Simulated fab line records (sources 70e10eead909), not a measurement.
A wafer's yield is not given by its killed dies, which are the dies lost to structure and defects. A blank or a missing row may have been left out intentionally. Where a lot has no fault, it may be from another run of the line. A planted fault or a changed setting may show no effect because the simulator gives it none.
Matching of chambers | flow nand-harc | 3 sister chambers for NHARC_A_SLIT_DEP_23 on pecvd-03
The step deposits SiON, target thk 100 nm. 6 wafers are shown with their chamber, then 11 later ones without.

WAFERS PAIRED WITH THEIR CHAMBERS
wafer  | chamber | heater-power-w (W)
L074.4 | 0       | 851
L091.4 | 1       | 737
L094.1 | 2       | 610
L094.2 | 1       | 650
L094.4 | 2       | 632
L094.3 | 0       | 869

WAFERS WITHOUT THEIR CHAMBER
wafer  | heater-power-w (W)
L094.5 | 710
L094.6 | 650
L097.3 | 641
L097.4 | 641
L097.6 | 704
L096.2 | 713
L096.3 | 664
L096.4 | 713
L096.1 | 738
L096.5 | 729
L096.6 | 659

THE CHAMBER EACH PASSED THROUGH
wafer  | from the rows above     | in truth
L094.5 | can't be placed: 1 or 2 | 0
L094.6 | can't be placed: 2 or 1 | 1
L097.3 | can't be placed: 2 or 1 | 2
L097.4 | can't be placed: 2 or 1 | 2
L097.6 | can't be placed: 1 or 2 | 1
L096.2 | can't be placed: 1 or 2 | 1
L096.3 | can't be placed: 1 or 2 | 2
L096.4 | can't be placed: 1 or 2 | 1
L096.1 | can't be placed: 1 or 2 | 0
L096.5 | can't be placed: 1 or 2 | 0
L096.6 | can't be placed: 1 or 2 | 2
Correct placement for 0 of the 11. Cannot be placed on the basis of these rows: 11; the candidates contain the true chamber in 8. Number placed wrongly: 0.
How it was worked out, from the rows above alone: a wafer's distance from a chamber is the root of the sum, over the readings, of the square of ((its reading less the chamber's mean) divided by the reading's scatter). The wafer belongs to the nearest chamber; if the next one is less than 2 further off, it can't be placed. The mean given for a chamber averages the wafers shown for that chamber. The scatter: take each reading less its chamber's mean, square it, sum over the shown wafers, divide by the number of wafers less the number of chambers, and take the root.
